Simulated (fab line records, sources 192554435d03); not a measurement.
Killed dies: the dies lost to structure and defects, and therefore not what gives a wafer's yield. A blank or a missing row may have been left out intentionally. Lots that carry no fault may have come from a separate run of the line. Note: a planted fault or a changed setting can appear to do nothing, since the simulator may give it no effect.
fab line records	flow n5-finfet
record: lots: 7	wafers: 21
route steps=1938 shown BEOL_M9@1411 BEOL_M10@1507 BEOL_M11@1554 BEOL_M12@1656 BEOL_M13@1662 BEOL_M14@1719
start-h: the number of hours between the record's first day and the start of the first shown wafer of the lot	wait-h: how many hours have passed since the lot's step before this one	" as in the row above	L1.1+2: one row covering several wafers at once	- no value present, or no start provided	* or withheld: withheld	< > ~ a bound
route shown NAME@n: a module of which the file shows steps, and the number in the route of the first	usual: mean/standard deviation of fault-free wafers	same: alike in all rows	chamber/n: place in a boat	sites: readings site by site	_std_site: the values' standard deviation	_edge_site: inner sites' mean taken away from outer sites' mean	radius-mm: for every site, how far away it sits from the centre of the wafer	mask NAME#n: copy n	behind: the tool/chamber that last shaped the wafer	hold: reason for holding the lot/hours on hold/outcome of the hold	device: which transistor (n, p or np) failed to switch	end of line: tests run on the same wafers once the route is complete	a step with no rows: only its recipe	killed: at the first sort, the dies lost to defects and structure; wafer yield is something else	map: the dies of a wafer, with x for killed, . for not killed, _ for no die there
set.NAME: the setting as run; set.NAME@STEP: as run at that earlier step	model.NAME: the simulator's own value behind a step, which no gauge read
lots where settings were altered on purpose, with a table for each step and a row for each wafer
== steps ==
step: N5_BEOL_M9_EXPOSE_08
recipe: mask-id: M9	na: 1.35	source-shape: dipole	sigma-inner: 0.411	sigma-outer: 0.611	polarization: te	dose-mj: 53.75
lot.wafer	tool	chamber	start-h	wait-h	mask	set.dose-mj
L074.1+5	arfi-scanner-01	0	203.75	-	M9#0	55.63
L074.2	"	0	"	"	M9#0	53.75
L081.1+5+6	arfi-scanner-03	0	253.17	-	M9#0	53.75
L089.3	arfi-scanner-02	0	295.84	-	M9#0	53.75
L089.5+6	"	0	"	"	M9#0	57.27
L090.1+2	arfi-scanner-02	0	317.83	-	M9#0	53.75
L090.4	"	0	"	"	M9#0	57.58
L091.2+3	arfi-scanner-02	0	322.47	-	M9#0	53.75
L091.4	"	0	"	"	M9#0	52.25
L093.1+3+4	arfi-scanner-02	0	332.25	-	M9#0	53.75
L096.2	arfi-scanner-02	0	355.28	-	M9#0	55.41
L096.3+5	"	0	"	"	M9#0	53.75
step: N5_BEOL_M9_PEB_09
recipe: peb-temp-c: withheld	peb-time-s: 60	resist: CAR-ArF
step: N5_BEOL_M9_DEVELOP_10
recipe: develop-time-s: 30	developer: TMAH	resist: CAR-ArF	rinse-liquid: diw	dry: air-spin	dev-temp-c: 23
step: N5_BEOL_M9_CD_MEAS_11
recipe: target-cd-nm: 64.1	landing-energy-ev: 500	detector: se-inlens	polarity: opening
usual: cd-nm: 64.3/0.85
lot.wafer	tool	chamber	start-h	wait-h	set.dose-mj@BEOL_M9_EXPOSE_08	cd-nm
L074.1	cd-sem-02	0	203.88	-	55.63	64.6
L074.2	"	0	"	"	53.75	64.2
L074.5	"	0	"	"	55.63	65.5
L081.1	cd-sem-03	0	253.30	-	53.75	64.6
L081.5	"	0	"	"	53.75	64.7
L081.6	"	0	"	"	53.75	65.3
L089.3	cd-sem-03	0	295.96	-	53.75	64.6
L089.5	"	0	"	"	57.27	68.3
L089.6	"	0	"	"	57.27	68.7
L090.1	cd-sem-01	0	317.96	-	53.75	65.2
L090.2	"	0	"	"	53.75	65.3
L090.4	"	0	"	"	57.58	68.3
L091.2	cd-sem-01	0	322.60	-	53.75	63.8
L091.3	"	0	"	"	53.75	64.4
L091.4	"	0	"	"	52.25	62.6
L093.1	cd-sem-01	0	332.37	-	53.75	65.5
L093.3	"	0	"	"	53.75	65.6
L093.4	"	0	"	"	53.75	65.1
L096.2	cd-sem-03	0	355.40	-	55.41	66.7
L096.3	"	0	"	"	53.75	64.5
L096.5	"	0	"	"	53.75	64.0
step: N5_BEOL_M9_STRIP_68
recipe: chemistry: N2/H2	temp-c: 40	n2-flow-sccm: 200	h2-flow-sccm: 200	rf-frequency-hz: 6e+07
step: N5_BEOL_M9_STRIP_67
recipe: chemistry: CF4	resist: SiARC	power-w: 300	bias-power-w: 75	pressure-mtorr: 50	cf4-flow-sccm: 150	rf-frequency-hz: 6e+07
step: N5_BEOL_M9_HM_OPEN_17
recipe: chemistry: Cl2/BCl3	target-depth-a: 200	overetch-a: 60	target: TiN	mask-material: SOC	ion-energy-ev: 150	pressure-mtorr: 10	icp-w: 1000	bias-w: 126	Cl2_flow_sccm: 53.25	bcl3-flow-sccm: 21.75	Ar_flow_sccm: 25
lot.wafer	tool	chamber	start-h	wait-h	set.target-thk-a@BEOL_M9_HM_DEP_02	model.etch.depth-nm
L074.1	rie-metal-03	0	204.71	0.0	200	19.85
L074.2	"	1	"	"	200	19.74
L074.5	"	0	"	"	200	19.86
L081.1	rie-metal-02	0	253.66	0.0	200	19.9
L081.5	"	0	"	"	200	20.01
L081.6	"	1	"	"	200	19.98
L089.3	rie-metal-01	1	296.36	0.1	214.1	20.94
L089.5	"	0	"	"	200	19.81
L089.6	"	1	"	"	200	19.72
L090.1	rie-metal-03	1	318.32	0.0	175.5	17.66
L090.2	"	0	"	"	200	20.24
L090.4	"	1	"	"	175.5	17.8
L091.2	rie-metal-02	0	322.95	0.0	200	20.34
L091.3	"	1	"	"	186.2	18.71
L091.4	"	0	"	"	200	20.28
L093.1	rie-metal-01	0	332.73	0.0	200	20.14
L093.3	"	1	"	"	200	20.35
L093.4	"	0	"	"	200	20.07
L096.2	rie-metal-01	1	356.11	0.0	225.3	22.75
L096.3	"	0	"	"	225.3	23.07
L096.5	"	0	"	"	200	20.45
step: N5_BEOL_M9_STRIP_19
recipe: chemistry: O2	power-w: 400	temp-c: 40	pressure-mtorr: 30	rf-frequency-hz: 6e+07	bias-power-w: 0	overash-fraction: 0.2	o2-flow-sccm: 225
step: N5_BEOL_M9_CD_MEAS_18
recipe: pitch-nm: 140	target-cd-nm: 70
usual: cd-nm: 70.4/0.9
lot.wafer	tool	chamber	start-h	wait-h	set.dose-mj@BEOL_M9_EXPOSE_08	cd-nm
L074.1	cd-sem-02	-	204.90	0.0	55.63	71.3
L074.2	"	-	"	"	53.75	70.5
L074.5	"	-	"	"	55.63	71.5
L081.1	cd-sem-01	-	253.93	0.0	53.75	71.0
L081.5	"	-	"	"	53.75	71.5
L081.6	"	-	"	"	53.75	71.0
L089.3	cd-sem-03	-	296.51	0.1	53.75	71.5
L089.5	"	-	"	"	57.27	74.5
L089.6	"	-	"	"	57.27	74.9
L090.1	cd-sem-01	-	318.50	0.0	53.75	71.0
L090.2	"	-	"	"	53.75	71.9
L090.4	"	-	"	"	57.58	75.0
L091.2	cd-sem-03	-	323.16	0.1	53.75	70.2
L091.3	"	-	"	"	53.75	70.0
L091.4	"	-	"	"	52.25	68.5
L093.1	cd-sem-03	-	332.92	0.0	53.75	71.1
L093.3	"	-	"	"	53.75	71.9
L093.4	"	-	"	"	53.75	70.9
L096.2	cd-sem-02	-	356.43	0.1	55.41	72.7
L096.3	"	-	"	"	53.75	70.1
L096.5	"	-	"	"	53.75	70.8
step: N5_BEOL_M9_COAT_63
recipe: resist: SOC	temp-c: 250	time-s: 60	spin-rpm: 1500	resist-thk-nm: 60
step: N5_BEOL_M9_COAT_64
recipe: resist: SiARC	temp-c: 220	time-s: 60	spin-rpm: 1500	resist-thk-nm: 12
step: N5_BEOL_M9_STRIP_73
recipe: chemistry: C4F6/O2	resist: SiARC	rf-frequency-hz: 6e+07
step: N5_BEOL_M9_STRIP_36
recipe: chemistry: N2/H2	power-w: 450	temp-c: 40	pressure-mtorr: 20	rf-frequency-hz: 6e+07	overash-fraction: 0.3	bias-power-w: 7	h2-frac: 0.5	n2-flow-sccm: 200	h2-flow-sccm: 200
step: N5_BEOL_M9_TRENCH_ETCH_37
recipe: chemistry: C4F6/O2	target-depth-a: 1514.3	target: SiCOH_lowk	time-s: 49	ion-energy-ev: 250	pressure-mtorr: 30	source-w: 345	bias-w: 185	Ar_flow_sccm: 300	C4F6_flow_sccm: 10	O2_flow_sccm: 10
lot.wafer	tool	chamber	start-h	wait-h	set.target-thk-a@BEOL_M9_HM_DEP_02	model.TiN_of_BEOL_M9_HM_DEP_02.thk-nm
L074.1+2	rie-diel-06	1,2	-	-	200	15.6
L074.5	"	2	"	"	200	15.8
L081.1	rie-diel-03	2	-	-	200	15.6
L081.5+6	"	0,1	"	"	200	15.8
L089.3	rie-diel-04	0	-	-	214.1	16.8
L089.5	"	0	"	"	200	15.6
L089.6	"	3	"	"	200	15.4
L090.1	rie-diel-04	2	-	-	175.5	13.2
L090.2	"	1	"	"	200	16.2
L090.4	"	0	"	"	175.5	13.6
L091.2+4	rie-diel-04	0,3	-	-	200	16.2
L091.3	"	2	"	"	186.2	14.4
L093.1+3	rie-diel-03	3,1	-	-	200	16
L093.4	"	0	"	"	200	15.8
L096.2	rie-diel-06	0	-	-	225.3	18.4
L096.3	"	3	"	"	225.3	19
L096.5	"	1	"	"	200	16.2
step: N5_BEOL_M9_ETCH_41
recipe: chemistry: CH3F/O2	target: SiCN	target-depth-a: 366	taper-deg: 2	time-s: 70.1	ion-energy-ev: 120	mask-material: TiN	pressure-mtorr: 30	source-w: 395	bias-w: 75	Ar_flow_sccm: 150	CH3F_flow_sccm: 30	O2_flow_sccm: 20
step: N5_BEOL_M9_STRIP_80
recipe: chemistry: N2/H2	time-s: 10	power-w: 450	temp-c: 40	pressure-mtorr: 20	rf-frequency-hz: 6e+07	bias-power-w: 7	n2-flow-sccm: 200	h2-flow-sccm: 200
step: N5_BEOL_M9_PRECLEAN_42
recipe: chemistry: residue-remover	time-s: 60	temp-c: 40
step: N5_BEOL_M9_SRD_43
recipe: time-s: 30	temp-c: 23	rinse-liquid: diw	dry: ipa-marangoni
step: N5_BEOL_M9_CD_MEAS_35
recipe: target-cd-nm: 70	target-cd-y-nm: 40	polarity: opening
usual: cd-nm: 70.4/0.92
lot.wafer	tool	chamber	start-h	wait-h	set.dose-mj@BEOL_M9_EXPOSE_08	cd-nm
L074.1	cd-sem-03	-	207.47	0.0	55.63	70.7
L074.2	"	-	"	"	53.75	70.4
L074.5	"	-	"	"	55.63	71.6
L081.1	cd-sem-02	-	255.08	0.0	53.75	71.0
L081.5	"	-	"	"	53.75	71.3
L081.6	"	-	"	"	53.75	70.8
L089.3	cd-sem-02	-	300.23	0.0	53.75	71.3
L089.5	"	-	"	"	57.27	74.4
L089.6	"	-	"	"	57.27	75.0
L090.1	cd-sem-02	-	320.54	0.0	53.75	71.4
L090.2	"	-	"	"	53.75	71.8
L090.4	"	-	"	"	57.58	75.2
L091.2	cd-sem-01	-	326.57	0.0	53.75	70.1
L091.3	"	-	"	"	53.75	69.7
L091.4	"	-	"	"	52.25	68.6
L093.1	cd-sem-01	-	335.38	0.0	53.75	71.3
L093.3	"	-	"	"	53.75	72.3
L093.4	"	-	"	"	53.75	71.0
L096.2	cd-sem-01	-	358.85	0.0	55.41	72.6
L096.3	"	-	"	"	53.75	70.0
L096.5	"	-	"	"	53.75	70.6
step: N5_BEOL_M10_ETCH_66
recipe: chemistry: N2/H2	target: SOC	target-depth-a: 1200	overetch-a: 240	mask-material: SiARC	temp-c: 40	time-s: 180	ion-energy-ev: 200	pressure-mtorr: 30	source-w: 840	bias-w: 150	n2-flow-sccm: 200	h2-flow-sccm: 200
lot.wafer	tool	chamber	start-h	wait-h	set.time-s	model.SiARC_of_BEOL_M10_COAT_64.thk-nm
L074.1	rie-diel-01	2	215.33	0.0	180	23.2
L074.2	"	3	"	"	216.4	21.8
L074.5	"	1	"	"	216.4	21.4
L081.1	rie-diel-05	3	263.40	0.0	180	22.6
L081.5	"	2	"	"	180	23
L081.6	"	1	"	"	180	22.4
L089.3	rie-diel-01	0	310.81	0.0	180	22.6
L089.5	"	1	"	"	180	23
L089.6	"	2	"	"	216.6	22
L090.1	rie-diel-01	0	328.37	0.0	180	22.2
L090.2	"	2	"	"	180	23.2
L090.4	"	1	"	"	145.8	24.4
L091.2	rie-diel-05	3	335.13	0.0	141.4	24.2
L091.3	"	1	"	"	180	22.4
L091.4	"	0	"	"	141.4	23.8
L093.1+4	rie-diel-05	0,1	347.62	0.0	142.4	24
L093.3	"	3	"	"	180	22.8
L096.2	rie-diel-02	3	365.94	0.0	180	22.2
L096.3+5	"	1	"	"	180	23.4
step: N5_BEOL_M10_ETCH_41
recipe: chemistry: CH3F/O2	target: SiCN	target-depth-a: 426	taper-deg: 2	time-s: 86	ion-energy-ev: 120	mask-material: TiN	pressure-mtorr: 30	source-w: 395	bias-w: 75	Ar_flow_sccm: 150	CH3F_flow_sccm: 30	O2_flow_sccm: 20
usual: rf-vpp-V: 298.2/1.5
lot.wafer	tool	chamber	start-h	wait-h	set.source-w	rf-vpp-V
L074.1	rie-diel-01	2	-	-	395	296.3
L074.2	"	3	"	"	395	296.9
L074.5	"	1	"	"	395	299.9
L081.1	rie-diel-05	3	-	-	395	297.7
L081.5	"	2	"	"	395	297.6
L081.6	"	1	"	"	395	299.6
L089.3	rie-diel-01	0	-	-	395	299.8
L089.5	"	1	"	"	395	299.8
L089.6	"	2	"	"	424.2	288.9
L090.1	rie-diel-01	0	-	-	395	300.6
L090.2	"	2	"	"	368.5	305.7
L090.4	"	1	"	"	368.5	307.0
L091.2	rie-diel-05	3	-	-	395	297.2
L091.3	"	1	"	"	395	299.9
L091.4	"	0	"	"	395	295.8
L093.1	rie-diel-05	0	-	-	352	307.7
L093.3	"	3	"	"	395	297.5
L093.4	"	1	"	"	352	310.0
L096.2	rie-diel-02	3	-	-	395	298.4
L096.3	"	1	"	"	395	299.0
L096.5	"	1	"	"	395	299.7
step: N5_BEOL_M11_ETCH_62
recipe: chemistry: N2/H2	target: SOC	target-depth-a: 1100	overetch-a: 220	mask-material: SiARC	temp-c: 40	time-s: 165	ion-energy-ev: 200	pressure-mtorr: 30	source-w: 840	bias-w: 150	n2-flow-sccm: 200	h2-flow-sccm: 200
lot.wafer	tool	chamber	start-h	wait-h	set.time-s	model.SiARC_of_BEOL_M11_COAT_60.thk-nm
L074.1+5	rie-diel-03	2	221.62	0.1	165	23.6
L074.2	"	0	"	"	165	23.2
L081.1+5+6	rie-diel-06	2,1,2	270.47	0.0	165	23.4
L089.3	rie-diel-06	3	315.84	0.0	138	24.6
L089.5	"	2	"	"	165	23.4
L089.6	"	1	"	"	138	24.4
L090.1	rie-diel-06	0	333.36	0.0	165	23.2
L090.2	"	2	"	"	165	23.4
L090.4	"	3	"	"	165	23.8
L091.2	rie-diel-04	2	342.75	0.0	165	23.2
L091.3	"	3	"	"	137.1	24.6
L091.4	"	3	"	"	165	23.4
L093.1+3	rie-diel-03	0,1	355.67	0.0	165	23.4
L093.4	"	2	"	"	165	23.6
L096.2	rie-diel-06	0	372.39	0.0	165	23.2
L096.3	"	2	"	"	131.9	24.8
L096.5	"	2	"	"	165	23.4
step: N5_BEOL_M12_DEP_53
recipe: material: SiCN	target-thk-a: 300	temp-c: withheld	precursor: 3MS/NH3	pressure-torr: 3	rf-w: 675	time-s: 10.5
lot.wafer	tool	chamber	start-h	wait-h	set.time-s	model.SiCN_of_BEOL_M12_DEP_53.thk-nm
L074.1+2	pecvd-02	1,0	232.64	0.0	10.5	29.2
L074.5	"	1	"	"	11.92	34.2
L081.1	pecvd-01	1	285.41	0.0	10.5	29.8
L081.5	"	0	"	"	10.5	30.6
L081.6	"	1	"	"	10.5	30
L089.3	pecvd-02	0	324.77	0.0	9.538	27
L089.5	"	1	"	"	10.5	30
L089.6	"	0	"	"	10.5	30.2
L090.1	pecvd-02	0	344.09	0.0	10.5	29.6
L090.2	"	2	"	"	10.5	29.8
L090.4	"	2	"	"	10.5	30
L091.2	pecvd-01	1	352.93	0.0	9.235	26.2
L091.3	"	2	"	"	9.235	26.4
L091.4	"	2	"	"	9.235	27
L093.1	pecvd-01	0	367.07	0.0	9.173	26.4
L093.3	"	2	"	"	10.5	30.6
L093.4	"	0	"	"	10.5	30.8
L096.2	pecvd-02	0	390.35	0.0	10.5	29.2
L096.3	"	2	"	"	10.5	29.6
L096.5	"	0	"	"	11.24	31.6
step: N5_BEOL_M13_COAT_04
recipe: spin-rpm: 1625	resist-thk-nm: 400
lot.wafer	tool	chamber	start-h	wait-h	set.spin-rpm	model.coat_of_BEOL_M13_COAT_04.thk-nm
L074.1	litho-track-02	0	-	-	1528	413.8
L074.2	"	0	"	"	1625	400.6
L074.5	"	0	"	"	1625	402
L081.1+6	litho-track-02	0	-	-	1625	399.6
L081.5	"	0	"	"	1625	400.2
L089.3	litho-track-01	0	-	-	1625	398.6
L089.5	"	0	"	"	1625	399.4
L089.6	"	0	"	"	1625	399
L090.1	litho-track-01	0	-	-	1625	399.8
L090.2	"	0	"	"	1721	388.2
L090.4	"	0	"	"	1721	388
L091.2	litho-track-01	0	-	-	1625	398.2
L091.3	"	0	"	"	1625	398.6
L091.4	"	0	"	"	1625	399.2
L093.1	litho-track-01	0	-	-	1625	399.8
L093.3	"	0	"	"	1625	398.8
L093.4	"	0	"	"	1716	389
L096.2	litho-track-02	0	-	-	1625	398.2
L096.3	"	0	"	"	1625	399.2
L096.5	"	0	"	"	1625	398.4
step: N5_BEOL_M13_EBR_06
recipe: solvent: PGMEA	ebr-width-mm: 1.5
step: N5_BEOL_M13_SOFTBAKE_05
recipe: temp-c: 130	time-s: 60
step: N5_BEOL_M13_DESCUM_15
recipe: chemistry: O2	time-s: 7.9	source-power-w: 50	bias-power-w: 20	pressure-mtorr: 20	rf-frequency-hz: 2.712e+07	temp-c: 40	o2-flow-sccm: 225
step: N5_BEOL_M13_ETCH_59
recipe: chemistry: N2/H2	target: BARC	target-depth-a: 890	overetch-a: 267	time-s: 67.9	ion-energy-ev: 200	pressure-mtorr: 30	source-w: 840	bias-w: 150	n2-flow-sccm: 200	h2-flow-sccm: 200
lot.wafer	tool	chamber	start-h	wait-h	set.spin-rpm@BEOL_M13_COAT_04	model.coat_of_BEOL_M13_COAT_04.thk-nm
L074.1	rie-diel-06	3	233.34	0.0	1528	331.4
L074.2	"	1	"	"	1625	317.6
L074.5	"	3	"	"	1625	319.8
L081.1	rie-diel-03	2	286.26	0.0	1625	315.6
L081.5	"	2	"	"	1625	317
L081.6	"	1	"	"	1625	314.8
L089.3	rie-diel-04	3	325.69	0.0	1625	315.6
L089.5	"	2	"	"	1625	317.4
L089.6	"	1	"	"	1625	321.4
L090.1	rie-diel-03	3	345.02	0.0	1625	316.8
L090.2	"	0	"	"	1721	302.8
L090.4	"	1	"	"	1721	303.6
L091.2	rie-diel-04	1	353.76	0.0	1625	323
L091.3	"	2	"	"	1625	317.4
L091.4	"	0	"	"	1625	316.8
L093.1	rie-diel-06	1	368.07	0.0	1625	316.8
L093.3	"	2	"	"	1625	317.2
L093.4	"	2	"	"	1716	307.4
L096.2	rie-diel-03	3	391.05	0.0	1625	316.4
L096.3	"	2	"	"	1625	315.2
L096.5	"	2	"	"	1625	314.6
step: N5_BEOL_M14_COAT_04
recipe: spin-rpm: 1704	resist-thk-nm: 800
lot.wafer	tool	chamber	start-h	wait-h	set.spin-rpm	model.coat_of_BEOL_M14_COAT_04.thk-nm
L074.1	litho-track-05	0	-	-	1793	779
L074.2	"	0	"	"	1704	800.4
L074.5	"	0	"	"	1793	779.8
L081.1	litho-track-02	0	-	-	1704	799.8
L081.5	"	0	"	"	1704	798.6
L081.6	"	0	"	"	1704	799.6
L089.3	litho-track-03	0	-	-	1704	797.4
L089.5	"	0	"	"	1704	797.2
L089.6	"	0	"	"	1621	818.8
L090.1	litho-track-05	0	-	-	1704	803.6
L090.2	"	0	"	"	1704	802.8
L090.4	"	0	"	"	1538	846.6
L091.2	litho-track-03	0	-	-	1704	797.6
L091.3	"	0	"	"	1704	795.4
L091.4	"	0	"	"	1704	798.6
L093.1	litho-track-03	0	-	-	1586	826
L093.3	"	0	"	"	1586	828.6
L093.4	"	0	"	"	1704	798.8
L096.2	litho-track-05	0	-	-	1704	803.6
L096.3	"	0	"	"	1868	765
L096.5	"	0	"	"	1704	803
step: N5_BEOL_M14_DESCUM_15
recipe: chemistry: O2	time-s: 7.9	source-power-w: 50	bias-power-w: 20	pressure-mtorr: 20	rf-frequency-hz: 2.712e+07	temp-c: 40	o2-flow-sccm: 225
lot.wafer	tool	chamber	start-h	wait-h	set.time-s
L074.1+5	rie-diel-02	0,1	240.69	0.1	7.9
L074.2	"	1	"	"	7.015
L081.1+5+6	rie-diel-01	0,3,0	292.04	0.1	7.9
L089.3+5+6	rie-diel-02	1,2,3	332.03	0.1	7.9
L090.1+4	rie-diel-05	2,0	350.58	0.1	7.9
L090.2	"	1	"	"	7.313
L091.2+4	rie-diel-05	3,2	362.53	0.0	7.9
L091.3	"	1	"	"	9.39
L093.1+4	rie-diel-01	0,2	374.51	0.0	9.657
L093.3	"	3	"	"	7.9
L096.2+3+5	rie-diel-05	3,0,1	396.84	0.1	7.9
step: N5_BEOL_M14_ETCH_59
recipe: chemistry: N2/H2	target: BARC	target-depth-a: 890	overetch-a: 267	time-s: 67.9	ion-energy-ev: 200	pressure-mtorr: 30	source-w: 840	bias-w: 150	n2-flow-sccm: 200	h2-flow-sccm: 200
lot.wafer	tool	chamber	start-h	wait-h	set.spin-rpm@BEOL_M14_COAT_04	model.coat_of_BEOL_M14_COAT_04.thk-nm
L074.1	rie-diel-02	0	240.72	0.0	1793	697.2
L074.2	"	1	"	"	1704	723.8
L074.5	"	1	"	"	1793	703
L081.1+6	rie-diel-01	0	292.07	0.0	1704	716.4
L081.5	"	3	"	"	1704	718.6
L089.3	rie-diel-02	1	332.06	0.0	1704	720
L089.5	"	2	"	"	1704	716
L089.6	"	3	"	"	1621	733.2
L090.1	rie-diel-05	2	350.61	0.0	1704	721.2
L090.2	"	1	"	"	1704	719.8
L090.4	"	0	"	"	1538	760.4
L091.2	rie-diel-05	3	362.57	0.0	1704	715.4
L091.3	"	1	"	"	1704	711.2
L091.4	"	2	"	"	1704	716
L093.1	rie-diel-01	0	374.55	0.0	1586	741.8
L093.3	"	3	"	"	1586	748.4
L093.4	"	2	"	"	1704	720.2
L096.2	rie-diel-05	3	396.87	0.0	1704	722
L096.3	"	0	"	"	1868	679.2
L096.5	"	1	"	"	1704	720.4
step: N5_BEOL_M14_VIA_ETCH_16
recipe: chemistry: C4F8/O2/Ar	target: SiO2	he-inner-torr: 15	he-outer-torr: 30	target-depth-a: 12313	time-s: withheld	ion-energy-ev: 800	pressure-mtorr: 20	source-w: 1905	bias-w: 2040	Ar_flow_sccm: 400	C4F8_flow_sccm: 16	O2_flow_sccm: 12	ends: cleared
lot.wafer	tool	chamber	start-h	wait-h	set.spin-rpm@BEOL_M14_COAT_04	model.coat_of_BEOL_M14_COAT_04.thk-nm
L074.1	rie-diel-02	0	240.77	0.0	1793	436.6
L074.2	"	1	"	"	1704	460.8
L074.5	"	1	"	"	1793	437.6
L081.1	rie-diel-01	0	292.12	0.0	1704	457.6
L081.5	"	3	"	"	1704	450.6
L081.6	"	0	"	"	1704	452.8
L089.3	rie-diel-02	1	332.11	0.0	1704	450
L089.5	"	2	"	"	1704	447.4
L089.6	"	3	"	"	1621	462.6
L090.1	rie-diel-05	2	350.66	0.0	1704	463.4
L090.2	"	1	"	"	1704	457.6
L090.4	"	0	"	"	1538	494.6
L091.2	rie-diel-05	3	362.62	0.0	1704	458.4
L091.3	"	1	"	"	1704	453.8
L091.4	"	2	"	"	1704	452.2
L093.1	rie-diel-01	0	374.60	0.0	1586	484
L093.3	"	3	"	"	1586	479.8
L093.4	"	2	"	"	1704	457.6
L096.2	rie-diel-05	3	396.92	0.0	1704	461.6
L096.3	"	0	"	"	1868	417.8
L096.5	"	1	"	"	1704	456
== key ==
split: step: N5_BEOL_M9_EXPOSE_08	setting: dose-mj	stated: 53.75	by: wafer
response: step: N5_BEOL_M9_CD_MEAS_11	reading: cd-nm	change: +0.499	per: 1%	r: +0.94
response: step: N5_BEOL_M9_CD_MEAS_18	reading: cd-nm	change: +0.496	per: 1%	r: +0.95
response: step: N5_BEOL_M9_CD_MEAS_35	reading: cd-nm	change: +0.492	per: 1%	r: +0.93
split: step: N5_BEOL_M10_ETCH_66	setting: time-s	stated: 180	by: wafer
response: step: N5_BEOL_M10_ETCH_66	reading: model.SiARC_of_BEOL_M10_COAT_64.thk-nm	change: -0.0675	per: 1%	r: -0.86
split: step: N5_BEOL_M10_ETCH_41	setting: source-w	stated: 395	by: wafer
response: step: N5_BEOL_M10_ETCH_41	reading: rf-vpp-V	change: -1.11	per: 1%	r: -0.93
split: step: N5_BEOL_M11_ETCH_62	setting: time-s	stated: 165	by: wafer
response: step: N5_BEOL_M11_ETCH_62	reading: model.SiARC_of_BEOL_M11_COAT_60.thk-nm	change: -0.0733	per: 1%	r: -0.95
split: step: N5_BEOL_M12_DEP_53	setting: time-s	stated: 10.5	by: wafer
response: step: N5_BEOL_M12_DEP_53	reading: model.SiCN_of_BEOL_M12_DEP_53.thk-nm	change: +0.348	per: 1%	r: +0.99
split: step: N5_BEOL_M13_COAT_04	setting: spin-rpm	stated: 1625	by: wafer
response: step: N5_BEOL_M13_COAT_04	reading: model.coat_of_BEOL_M13_COAT_04.thk-nm	change: -1.98	per: 1%	r: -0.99
response: step: N5_BEOL_M13_ETCH_59	reading: model.coat_of_BEOL_M13_COAT_04.thk-nm	change: -2.06	per: 1%	r: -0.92
split: step: N5_BEOL_M14_COAT_04	setting: spin-rpm	stated: 1704	by: wafer
response: step: N5_BEOL_M14_COAT_04	reading: model.coat_of_BEOL_M14_COAT_04.thk-nm	change: -4.2	per: 1%	r: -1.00
response: step: N5_BEOL_M14_ETCH_59	reading: model.coat_of_BEOL_M14_COAT_04.thk-nm	change: -4.06	per: 1%	r: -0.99
response: step: N5_BEOL_M14_VIA_ETCH_16	reading: model.coat_of_BEOL_M14_COAT_04.thk-nm	change: -3.79	per: 1%	r: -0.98
split: step: N5_BEOL_M14_DESCUM_15	setting: time-s	stated: 7.9	by: wafer
response none clear
split outside-this-file step=N5_BEOL_M9_HM_DEP_02 setting=target-thk-a
split outside-this-file: this setting was split too, and the file shows its column; the key of that split is in another file
